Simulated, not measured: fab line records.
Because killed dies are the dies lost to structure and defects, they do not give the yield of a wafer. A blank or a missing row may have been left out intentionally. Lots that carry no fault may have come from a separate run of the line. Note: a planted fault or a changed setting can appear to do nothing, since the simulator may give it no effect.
Comparing a struck lot with a sound one    flow nand-harc    14 out of 1302 route steps
Sound: the wafers L570.2, L570.3, L570.4. Wafers struck: L554.2, L554.3, L554.4. The cause is given at the end.
Each step with rows lists, per side, the tool, then ch with its chambers, then its first start. Under that, the readings that differ: sound wafers    struck wafers    difference of the means    sigmas: that difference in standard deviations of wafers without a fault.
alike: readings whose means differ by less than 2 such deviations, and words and numbers that are the same on both sides. not compared: withheld readings, readings that some wafer has no value for, bounds like >300 that may hide the same value, and numbers for which the record gives no deviation and whose values overlap.
A row with sigmas, a row that says differs or no value, or rows on one side alone: a step with any of these is where the two part. Numbers that have no deviation but don't overlap get no sigmas and don't part them. A reading missing from all wafers of one side parts the sides only when that side holds two or more wafers.

NHARC_A_ZERO_WELL_INSPECT_17:
  sound on defect-inspect-01 at day 15 01:17; struck on defect-inspect-01 at day 8 00:10
  alike: raw-defect-count
then, 3 steps without rows for these wafers: NHARC_A_SOURCE_PLATE_PRECLEAN_00 (cleans in HF-LAST, time 60 s); NHARC_A_SOURCE_PLATE_SRD_01; NHARC_A_SOURCE_PLATE_OXIDE_02 (material SiO2, target thk 10 nm, ox time 1362 s).
NHARC_A_SOURCE_PLATE_THK_MEAS_09: measures by ellipsometry.
  sound on film-metro-01 at day 15 10:25; struck on film-metro-01 at day 8 07:53
  alike: thk-nm
then, 3 steps without rows for these wafers: NHARC_A_SOURCE_PLATE_PVD_04 (deposits WSi2, target thk 50 nm); NHARC_A_SOURCE_PLATE_CVD_03 (deposits poly-Si, target thk 200 nm, time 4000 s); NHARC_A_SOURCE_PLATE_ANNEAL_05 (time 1800 s).
NHARC_A_SOURCE_PLATE_THK_MEAS_06: measures by ellipsometry.
  sound on film-metro-01 at day 15 23:36; struck on film-metro-01 at day 8 22:38
  alike: thk-nm
NHARC_A_SOURCE_PLATE_INSPECT_08:
  sound on defect-inspect-02 at day 15 23:43; struck on defect-inspect-01 at day 8 22:42
  alike: raw-defect-count
NHARC_A_ONON_D1_DEP_00: target thk 1000 nm.
  sound on pecvd-onon-03 ch 0, day 15 23:50; struck on pecvd-onon-01 ch 0, day 8 22:49
  alike: susceptor-temp-C
NHARC_A_ONON_D1_THK_MEAS_02: measures by ellipsometry.
  sound on film-metro-01 at day 16 00:17; struck on film-metro-01 at day 8 23:16
reading      sound        struck       difference  sigmas
thk-nm (nm)  990 990 989  622 621 621  -368        -38
then, no rows for these wafers at 1 step: NHARC_A_ONON_D1_DEP_03 (target thk 1000 nm).
-- break in the record here, with 16 days between the starts of the struck wafers on either side (left off in module A_ONON_D1, picked up again in module END, where the first step shown is number 1302 on the route) --
NHARC_END_SORT_01:
  at this point the record logs the struck wafers (prober-01 ch 0, day 25 09:26) and has no rows for the sound ones

== WHERE THEY PART ==
First at NHARC_A_ONON_D1_THK_MEAS_02; last, within this record, at NHARC_END_SORT_01.

WHY: the cause the simulator had injected
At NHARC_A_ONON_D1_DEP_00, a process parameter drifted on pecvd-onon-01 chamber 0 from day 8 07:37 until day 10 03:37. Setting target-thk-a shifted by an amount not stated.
